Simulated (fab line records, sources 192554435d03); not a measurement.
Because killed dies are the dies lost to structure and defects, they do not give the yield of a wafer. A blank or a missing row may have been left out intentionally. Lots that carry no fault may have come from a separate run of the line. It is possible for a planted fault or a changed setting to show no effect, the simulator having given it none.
Which tool did it? | flow n5Finfet | 6 lots with 15 wafers sampled at 2 steps, on a route of 1938 steps

== WHAT THE GAUGES SHOWED, per wafer ==
N5_BEOL_M6_RS_MEAS_57: measurement is done with a four-point probe.
lot  | measured     | on           | M6_RS (ohm/sq)
L720 | day 8 23:04  | filmMetro-02 | 0.284 0.277
L723 | day 9 23:37  | filmMetro-02 | 0.278 0.274 0.291
L725 | day 10 09:24 | filmMetro-02 | 0.285 0.282 0.279
L735 | day 13 12:11 | filmMetro-01 | 0.289 0.262 0.270
L740 | day 14 08:10 | filmMetro-02 | 0.291 0.282
L742 | day 14 14:58 | filmMetro-01 | 0.263 0.284

== TOOL THAT RAN EACH LOT (tool first, then ch and the chambers of the sampled wafers, then the start) ==
lot  | N5_BEOL_M6_SPUTTER_48
L720 | pvdSputter-03, day 8 21:26
L723 | pvdSputter-01, day 9 22:31
L725 | pvdSputter-03, day 10 08:25
L735 | pvdSputter-03, day 13 11:04
L740 | pvdSputter-02, day 14 06:45
L742 | pvdSputter-02, day 14 13:47
- N5_BEOL_M6_SPUTTER_48: material Cu, target thk 10 nm, time 1.667 s.

== THE ANSWER, worked out from the rows above alone ==
Rule: the lots themselves supply what counts as usual. Put in order of their means at a reading, lots are off if they are a third of the lots or fewer, leave a main group of 4 or more, and stand apart from it by a gap of 3 or more times the standard deviation of the main group's means; of several such gaps the widest counts. A main group whose means are all the same, to the digits that the tables above print for the reading, isn't used. A lot without any number at a reading at which 4 lots or more have one is off too. The other lots that the step has rows for count as sound.
None of the lots is off at any reading shown; this tells nothing.

== WHAT THE SIMULATOR HAD INSERTED ==
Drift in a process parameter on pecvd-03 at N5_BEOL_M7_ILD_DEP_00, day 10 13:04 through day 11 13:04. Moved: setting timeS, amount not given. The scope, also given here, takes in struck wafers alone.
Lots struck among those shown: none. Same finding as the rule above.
